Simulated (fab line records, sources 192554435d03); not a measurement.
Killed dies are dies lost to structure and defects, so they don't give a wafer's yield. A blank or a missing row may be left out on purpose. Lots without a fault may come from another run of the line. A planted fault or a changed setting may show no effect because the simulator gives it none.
Tool commonality check | flow n5_finfet | 10 lots, 29 wafers sampled

WHY IT WAS OPENED
At N5_BEOL_M6_OVL_MEAS_12 the reading M6_OVL is flagged on 2 of 10 lots. Wafers without a fault read 0.1 nm, standard deviation 0.63.
Rule: a lot is flagged when every wafer of it that has a number lies more than 4 standard deviations from that mean, or none has a number. The other lots count as sound.

lot  | measured     | on         | M6_OVL (nm), wafer by wafer | flag
L613 | day 9 10:07  | overlay-01 | -0.3 -1.7 -1.9              |
L612 | day 9 15:30  | overlay-02 | 0.1 -0.6 0.1                |
L614 | day 9 18:16  | overlay-02 | 0.4 0.0 0.7                 |
L617 | day 10 07:24 | overlay-01 | -0.2 -1.2 0.4               |
L620 | day 10 13:41 | overlay-01 | 15.2 14.7 14.1              | FLAGGED
L624 | day 12 03:07 | overlay-02 | 14.4 14.1 13.9              | FLAGGED
L626 | day 12 13:52 | overlay-01 | -0.3 -0.5 -0.5              |
L628 | day 13 05:07 | overlay-01 | -0.8 -0.2                   |
L630 | day 13 05:40 | overlay-01 | 0.5 0.4 0.9                 |
L633 | day 14 15:53 | overlay-02 | 1.1 2.0 0.9                 |
The numbers of the flagged lots are 14.4 nm on average: +14.3 nm against the usual, or +23 standard deviations.

WHICH TOOL RAN EACH LOT
The record holds 2 process steps before the reading, out of a route of 1938 steps. In each cell: the tool, then ch and the chambers that the sampled wafers went through, then the start.
lot  | flag    | N5_BEOL_M6_CURE_74            | N5_BEOL_M6_EXPOSE_08
L613 |         | uv_cure-02 ch 2, day 9 08:39  | arfi_scanner-01 ch 0, day 9 09:58
L612 |         | uv_cure-01 ch 2, day 9 14:19  | arfi_scanner-01 ch 0, day 9 15:21
L614 |         | uv_cure-01 ch 1, day 9 16:20  | arfi_scanner-01 ch 0, day 9 18:06
L617 |         | uv_cure-02 ch 2, day 10 04:29 | arfi_scanner-02 ch 0, day 10 07:14
L620 | FLAGGED | uv_cure-01 ch 2, day 10 10:39 | arfi_scanner-01 ch 0, day 10 13:32
L624 | FLAGGED | uv_cure-02 ch 0, day 12 01:07 | arfi_scanner-01 ch 0, day 12 02:58
L626 |         | uv_cure-02 ch 1, day 12 11:50 | arfi_scanner-03 ch 0, day 12 13:42
L628 |         | uv_cure-01 ch 1, day 13 01:32 | arfi_scanner-02 ch 0, day 13 04:57
L630 |         | uv_cure-03 ch 2, day 13 04:01 | arfi_scanner-03 ch 0, day 13 05:30
L633 |         | uv_cure-02 ch 1, day 14 13:59 | arfi_scanner-02 ch 0, day 14 15:44
What these steps do:
- N5_BEOL_M6_CURE_74: cures SiCOH lowk, time 240 s.
- N5_BEOL_M6_EXPOSE_08: exposes mask M6.
- N5_BEOL_M6_OVL_MEAS_12

FLAGGED OVER TOTAL, TOOL BY TOOL (the gauges that took the reading come last)
step                   | tool            | lots run | flagged | share of the flagged lots | sound lots run after its first flagged lot
N5_BEOL_M6_CURE_74     | uv_cure-01      | 4        | 1       | some                      | 1 (L628)
N5_BEOL_M6_CURE_74     | uv_cure-02      | 5        | 1       | some                      | 2 (L626,L633)
N5_BEOL_M6_CURE_74     | uv_cure-03      | 1        | 0       | none                      | -
N5_BEOL_M6_EXPOSE_08   | arfi_scanner-01 | 5        | 2       | all                       | 0
N5_BEOL_M6_EXPOSE_08   | arfi_scanner-02 | 3        | 0       | none                      | -
N5_BEOL_M6_EXPOSE_08   | arfi_scanner-03 | 2        | 0       | none                      | -
N5_BEOL_M6_OVL_MEAS_12 | overlay-01      | 6        | 1       | some                      | 3 (L626,L628,L630)
N5_BEOL_M6_OVL_MEAS_12 | overlay-02      | 4        | 1       | some                      | 1 (L633)

WHAT THE TABLE ALLOWS
1 row of the table ran every flagged lot: arfi_scanner-01 at N5_BEOL_M6_EXPOSE_08.
- arfi_scanner-01 at N5_BEOL_M6_EXPOSE_08: 2 of its 5 lots flagged. Its last sound lot is L614 (day 9 18:06), its first flagged lot L620 (day 10 13:32): a fault that began between those two fits.
One tool is left: arfi_scanner-01 at N5_BEOL_M6_EXPOSE_08.

WHAT THE SIMULATOR HAD PUT IN
Scanner matching overlay: arfi_scanner-01, from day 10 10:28 on, at N5_BEOL_M6_EXPOSE_08. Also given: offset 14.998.
Lots struck among those shown: L620, L624. The rule above found the same.
